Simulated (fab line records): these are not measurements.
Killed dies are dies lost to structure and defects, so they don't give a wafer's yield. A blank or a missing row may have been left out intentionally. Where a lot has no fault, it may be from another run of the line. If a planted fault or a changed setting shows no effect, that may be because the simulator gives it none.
Chamber matching -- flow n5-finfet -- 4 sister chambers for N5_STI_FIN_REVEAL_ALD_00 on ald-sin-03
The step deposits SiO2, target thk 1 nm, pulse time 1 s. 4 wafers are shown with their chamber, then 11 later ones without.

== WAFERS, EACH WITH ITS CHAMBER ==
wafer,chamber,heater-power-w (W)
L078.4,3,529
L086.3,2,483
L086.5,0,535
L090.1,1,443

== WAFERS WHOSE CHAMBER IS MISSING ==
wafer,heater-power-w (W)
L090.3,516
L090.5,542
L091.3,493
L091.5,456
L091.6,485
L094.1,434
L094.5,515
L094.6,492
L095.1,524
L095.4,439
L095.5,494

== EACH ONE'S CHAMBER ==
wafer,from the rows above,in truth
L090.3,can't be placed: 3 or 0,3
L090.5,can't be placed: 0 or 3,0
L091.3,2,2
L091.5,can't be placed: 1 or 2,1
L091.6,2,2
L094.1,1,1
L094.5,can't be placed: 3 or 0 or 2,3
L094.6,2,2
L095.1,can't be placed: 3 or 0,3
L095.4,1,1
L095.5,2,2
Placed correctly: 6 of 11. These rows do not allow placing 5 (true chamber among the candidates in 5). Number placed wrongly: 0.
How it was worked out, from the rows above alone: a wafer's distance from a chamber is the root of the sum, over the readings, of the square of ((its reading less the chamber's mean) divided by the reading's scatter). The wafer belongs to the nearest chamber; if the next one is less than 2 further off, it can't be placed. For every chamber, the mean is computed from those of its wafers that are shown. The scatter (one wafer shown for each chamber): square how far every hidden wafer sits from the nearest shown wafer, average those squares and take the square root.
